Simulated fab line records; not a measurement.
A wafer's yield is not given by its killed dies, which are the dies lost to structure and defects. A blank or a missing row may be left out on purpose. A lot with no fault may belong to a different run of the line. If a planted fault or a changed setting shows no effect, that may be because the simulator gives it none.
Matching of chambers    flow n5_finfet    N5_BEOL_M2_ETCH_69 on rie_diel-02: 4 sister chambers
The step etches SiARC in CF4, target depth 15.6 nm, time 26 s. 4 wafers are shown with their chamber, then 10 later ones without.

## WAFERS, EACH WITH ITS CHAMBER
wafer   chamber  drypump_motor_current_A (A)
L076.2  0        5.5
L083.2  1        6.5
L087.1  2        6.1
L087.4  3        5.8

## WAFERS WHOSE CHAMBER IS MISSING
wafer   drypump_motor_current_A (A)
L087.5  5.5
L088.2  6.1
L088.3  5.9
L088.5  6.1
L089.1  5.5
L089.2  5.9
L089.4  6.5
L091.3  5.9
L091.4  6.5
L091.6  6.5

## CHAMBER TAKEN BY EACH
wafer   from the rows above      in truth
L087.5  0                        0
L088.2  2                        2
L088.3  can't be placed: 3 or 2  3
L088.5  2                        2
L089.1  0                        0
L089.2  can't be placed: 3 or 2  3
L089.4  1                        1
L091.3  can't be placed: 3 or 2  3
L091.4  1                        1
L091.6  1                        1
Correct placement for 7 of the 10. From these rows, 3 cannot be placed; in 3 the true chamber is one of the candidates. 0 placed wrongly.
How it was worked out, from the rows above alone: a wafer's distance from a chamber is the root of the sum, over the readings, of the square of ((its reading less the chamber's mean) divided by the reading's scatter). The wafer belongs to the nearest chamber; if the next one is less than 2 further off, it can't be placed. For every chamber, the mean is computed from those of its wafers that are shown. The scatter: with one shown wafer a chamber, the root of the mean of the squares of how far each hidden wafer lies from its nearest shown one.
